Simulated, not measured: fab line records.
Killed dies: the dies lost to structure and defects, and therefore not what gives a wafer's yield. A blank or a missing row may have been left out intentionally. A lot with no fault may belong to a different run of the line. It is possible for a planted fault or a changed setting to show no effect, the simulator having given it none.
A lot that was struck, set against a sound lot -- flow n5 finfet -- 34 steps out of a route of 1938
Sound: these wafers, L570.2, L570.3, L570.5. Wafers struck: L564.3, L564.4, L564.6. The cause is named last.
At each step with rows: each side's tool, then ch and its chambers, then its first start. Under that, the readings that differ: sound wafers -- struck wafers -- difference of the means -- sigmas: that difference in standard deviations of wafers without a fault.
alike: same words and numbers on both sides, and readings whose means sit less than 2 such deviations apart. not compared: any withheld reading, any reading some wafer has no value for, any bound like >300 that may hide the same value, and any number with overlapping values for which the record gives no deviation.
A row with sigmas, a row that says differs or no value, or rows on one side alone: a step with any of these is where the two part. Numbers that don't overlap but have no deviation are shown without sigmas and don't part them. A reading missing from all wafers of one side parts the sides only when that side holds two or more wafers.

first, 11 steps without rows for these wafers: N5_BEOL_M0_CUTY_STRIP_64 (strips in N2/H2); N5_BEOL_M0_ETCH_138 (etches SiCN in CH3F/O2, target depth 12 nm, time 31.6 s); N5_BEOL_M0_HM_OPEN_105 (chemistry Cl2/BCl3, target TiN, target depth 12 nm); N5_BEOL_M0_STRIP_140 (strips in CF4); N5_BEOL_M0_STRIP_104 (strips in N2/H2); N5_BEOL_M0_WET_ETCH_106 (etches SiO2 in DHF, target depth 130 nm, rinse time 30 s); N5_BEOL_M0_ETCH_128 (etches SiCN in CF4/N2, target depth 12 nm, overetch 5.1 nm, time 21.4 s); N5_BEOL_M0_TRENCH_ETCH_107 (etches SiOC in C4F6/O2, target depth 32.8 nm, time 16.4 s); N5_BEOL_M0_STRIP_142 (strips in N2/H2, time 10 s); N5_BEOL_M0_HM_STRIP_129 (strips TiN in peroxide tin strip, target depth 17 nm, time 108 s); N5_BEOL_M0_SRD_130 (time 30 s).
N5_BEOL_M0_ETCH_109: etches SiCN in CH3F/O2, target depth 8 nm, overetch 2.4 nm, time 27.4 s.
  sound on rie diel-04 ch 0,3, day 10 12:14; struck on rie diel-05 ch 1,3, day 7 17:22
reading,sound,struck,difference,sigmas
model.etch.depth nm (nm),7.647 7.753 7.756,7.368 7.537 7.528,-0.241,
  alike: chamber pressure mTorr, drypump motor current A, oes product au, rf vpp V, showerhead plenum p Torr, throttle valve pct
  not compared: rf hours counter h
N5_BEOL_M0_STRIP_139: strips in post etch residue remover, time 60 s.
  sound on wet bench-03 ch 3,4,5, day 10 12:20; struck on wet bench-01 ch 0,2,6, day 7 17:28
reading,sound,struck,difference,sigmas
model.SiOC_of_BEOL_M0_SAQP_ILD_DEP_01.thk nm (nm),42.4 42.4 43.6,44.4 44.4 44.2,+1.5,
then, 15 steps without rows for these wafers: N5_BEOL_M0_SRD_111 (time 30 s); N5_BEOL_M0_DEGAS_112 (time 60 s); N5_BEOL_M0_PRE_CLEAN_113 (time 30 s); N5_BEOL_M0_ALD_136 (deposits TaN, pulse time 2 s, purge time 3 s, co reactant purge time 2 s); N5_BEOL_M0_SURFACE_TREAT_137; N5_BEOL_M0_CVD_115 (deposits Co from CCTBA/H2, time 120 s); N5_BEOL_M0_SPUTTER_116 (material Cu, target thk 4 nm, time 7.37 s); N5_BEOL_M0_ANNEAL_117 (time 60 s); N5_BEOL_M0_SPUTTER_132 (material Cu, target thk 4 nm, time 7.37 s); N5_BEOL_M0_ANNEAL_133 (time 60 s); N5_BEOL_M0_SPUTTER_134 (material Cu, target thk 4 nm, time 7.37 s); N5_BEOL_M0_ANNEAL_135 (time 60 s); N5_BEOL_M0_SPUTTER_141 (material Cu, target thk 4 nm, time 7.37 s); N5_BEOL_M0_ECD_118 (material Cu, target thk 300 nm); N5_BEOL_M0_ANNEAL_119 (time 90 s).
N5_BEOL_M0_CMP_120: polishes, stops on SiOC, t overpolish 6.9 s.
  sound on cmp-04 ch 0,1,2, day 10 15:35; struck on cmp-03 ch 0,1,3, day 7 21:43
reading,sound,struck,difference,sigmas
model.SiOC_of_BEOL_M0_SAQP_ILD_DEP_01.thk nm (nm),39.4 39.4 40.6,41.4 41.4 41.2,+1.5,
  alike: barrier field endpoint s, motor current A, overpolish run s, slurry filter dp kPa, time to endpoint s
then, 4 steps without rows for these wafers: N5_BEOL_M0_PRE_CLEAN_131 (time 15 s); N5_BEOL_M0_CO_CAP_123 (material Co, precursor CCTBA/H2, target thk 2 nm, time 102.1 s); N5_BEOL_M0_PRE_CLEAN_124 (time 15 s); N5_BEOL_M0_DEP_125 (deposits SiCN from 3MS/NH3, target thk 8 nm, time 14 s).
-- here the record skips 7 days between the struck wafers' starts before and after, leaving off in module BEOL_M0 and picking up in module PASSIVATION (first step shown: number 1936 of the route) --
N5_PASSIVATION_PROBE_49:
  sound: prober-02 at day 16 10:41; struck: prober-02 at day 14 13:56
reading,sound,struck,difference,sigmas
defect limited yield (%),91.5 91.6 92.5,1.5 0.8 0.7,-90.9,-57
killed_at_M0_to_M3,32 40 20,1080 1088 1084,+1053,+96
killed dies,100 99 88,1162 1170 1172,+1072,+56
killed on rim,11 14 15,152 152 150,+138,+34
sort_bin_5_function (%),4.7 4.7 4.4,94.1 95.6 95.7,+90.5,+91
sort n pass,1080 1081 1092,18 10 8,-1072,-56
sort yield pct (%),91.5 91.6 92.5,1.5 0.8 0.7,-90.9,-57
  alike: killed_at_M4_up, killed at contacts, killed at front end, killed at other, killed open, killed short, sort_bin_6_memory

WHERE THEY PART
At N5_PASSIVATION_PROBE_49 and nowhere else, as far as this record goes.

WHY: what had been put in by the simulator
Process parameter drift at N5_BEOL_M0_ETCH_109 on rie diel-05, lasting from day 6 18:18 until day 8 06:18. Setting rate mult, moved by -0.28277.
